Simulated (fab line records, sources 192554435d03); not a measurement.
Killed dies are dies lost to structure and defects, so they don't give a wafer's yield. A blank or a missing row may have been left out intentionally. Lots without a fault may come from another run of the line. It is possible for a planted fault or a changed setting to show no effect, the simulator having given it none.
Split-lot experiment :: flow n5 finfet :: 21 wafers read across 7 lots, on a route 1938 steps long

THE SPLIT
At N5_PASSIVATION_PASS_ETCH_47 (etches SiNx in CF4/O2, target depth 770 nm, time 385 s), the setting time s was moved away from the recipe's 385 s on 8 of the 21 wafers read, by -21.5% to +20.2%. For the rest of the wafers, this setting stayed at what the recipe calls for.

The reading is taken at the split's own step.

THE READING
etch.depth nm (the simulator's own value, which no gauge read), in nm, at N5_PASSIVATION_PASS_ETCH_47 (etches SiNx in CF4/O2, target depth 770 nm, time 385 s). The file gives no usual value for it. Across the 13 wafers here that went through the recipe, the average is 772.4 nm and the standard deviation 32 nm.

wafer: L078.1
tool, chamber at the split: rie diel-02, 2
time s as run, s: 385
against the recipe: recipe
etch.depth nm, nm: 792.4
against lot-mates on the recipe: -

wafer: L078.2
tool, chamber at the split: rie diel-02, 3
time s as run, s: 385
against the recipe: recipe
etch.depth nm, nm: 802.1
against lot-mates on the recipe: -

wafer: L078.3
tool, chamber at the split: rie diel-02, 0
time s as run, s: 385
against the recipe: recipe
etch.depth nm, nm: 743.1
against lot-mates on the recipe: -

wafer: L074.2
tool, chamber at the split: rie diel-03, 0
time s as run, s: 385
against the recipe: recipe
etch.depth nm, nm: 767.8
against lot-mates on the recipe: -

wafer: L074.4
tool, chamber at the split: rie diel-03, 0
time s as run, s: 356
against the recipe: -7.5%
etch.depth nm, nm: 706.7
against lot-mates on the recipe: -61.1

wafer: L074.6
tool, chamber at the split: rie diel-03, 1
time s as run, s: 356
against the recipe: -7.5%
etch.depth nm, nm: 675
against lot-mates on the recipe: -92.8

wafer: L080.2
tool, chamber at the split: rie diel-03, 3
time s as run, s: 385
against the recipe: recipe
etch.depth nm, nm: 805.5
against lot-mates on the recipe: -

wafer: L080.3
tool, chamber at the split: rie diel-03, 2
time s as run, s: 316
against the recipe: -17.9%
etch.depth nm, nm: 607.5
against lot-mates on the recipe: -198.6

wafer: L080.6
tool, chamber at the split: rie diel-03, 3
time s as run, s: 385
against the recipe: recipe
etch.depth nm, nm: 806.7
against lot-mates on the recipe: -

wafer: L089.1
tool, chamber at the split: rie diel-02, 0
time s as run, s: 385
against the recipe: recipe
etch.depth nm, nm: 732.5
against lot-mates on the recipe: -

wafer: L089.4
tool, chamber at the split: rie diel-02, 1
time s as run, s: 462.7
against the recipe: +20.2%
etch.depth nm, nm: 925.8
against lot-mates on the recipe: +193.3

wafer: L089.6
tool, chamber at the split: rie diel-02, 0
time s as run, s: 462.7
against the recipe: +20.2%
etch.depth nm, nm: 880.5
against lot-mates on the recipe: +148.0

wafer: L094.1
tool, chamber at the split: rie diel-03, 1
time s as run, s: 385
against the recipe: recipe
etch.depth nm, nm: 725.9
against lot-mates on the recipe: -

wafer: L094.3
tool, chamber at the split: rie diel-03, 3
time s as run, s: 302.1
against the recipe: -21.5%
etch.depth nm, nm: 625.7
against lot-mates on the recipe: -111.2

wafer: L094.4
tool, chamber at the split: rie diel-03, 0
time s as run, s: 385
against the recipe: recipe
etch.depth nm, nm: 747.9
against lot-mates on the recipe: -

wafer: L093.3
tool, chamber at the split: rie diel-04, 1
time s as run, s: 319
against the recipe: -17.1%
etch.depth nm, nm: 641.9
against lot-mates on the recipe: -110.0

wafer: L093.4
tool, chamber at the split: rie diel-04, 3
time s as run, s: 385
against the recipe: recipe
etch.depth nm, nm: 751.9
against lot-mates on the recipe: -

wafer: L093.6
tool, chamber at the split: rie diel-04, 3
time s as run, s: 319
against the recipe: -17.1%
etch.depth nm, nm: 613.5
against lot-mates on the recipe: -138.4

wafer: L095.1
tool, chamber at the split: rie diel-04, 2
time s as run, s: 385
against the recipe: recipe
etch.depth nm, nm: 836.6
against lot-mates on the recipe: -

wafer: L095.4
tool, chamber at the split: rie diel-04, 0
time s as run, s: 385
against the recipe: recipe
etch.depth nm, nm: 760.1
against lot-mates on the recipe: -

wafer: L095.5
tool, chamber at the split: rie diel-04, 1
time s as run, s: 385
against the recipe: recipe
etch.depth nm, nm: 769.3
against lot-mates on the recipe: -

THE FIT
A straight line over all 21 wafers: etch.depth nm changes by +7.5 nm for each +1% of time s; r = +0.93; the points scatter about the line by 31 nm.
The same after taking each lot's own level away (the mean of its wafers on the recipe; 21 wafers): +7.95 nm for each +1%; r = +0.95; scatter 29 nm.
The reading moves by 1.7e+02 nm for the largest change in time s, on that fit.
The span of the lots' own levels, 732.50 to 806.10 nm, comes to 2.3 times the standard deviation stated above.
The two slopes agree, so the slope changes little with the lot-to-lot level.
Check: with one of the wafers moved furthest among these (-21.5%) left out of the fit, the line predicts -187 nm for it against its lot-mates. Against them it came out at -111 nm.

THE WHOLE CHAIN: every reading that the file lists as answering this split, in the file's order
step: N5_PASSIVATION_PASS_ETCH_47
what it does: etches SiNx in CF4/O2, target depth 770 nm, time 385 s
reading: etch.depth nm (the simulator's own value, which no gauge read)
change (the file's fit): +7.85 nm for each +1% of the setting
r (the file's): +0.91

step: N5_PASSIVATION_PROBE_49
what it does: 
reading: killed at other
change (the file's fit): not straight: 1011 at the lowest setting, 9 at the recipe, 0 at the highest
r (the file's): not given

FILE'S OWN FIT
etch.depth nm changes by +7.85 nm for each +1% of time s, r = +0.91.
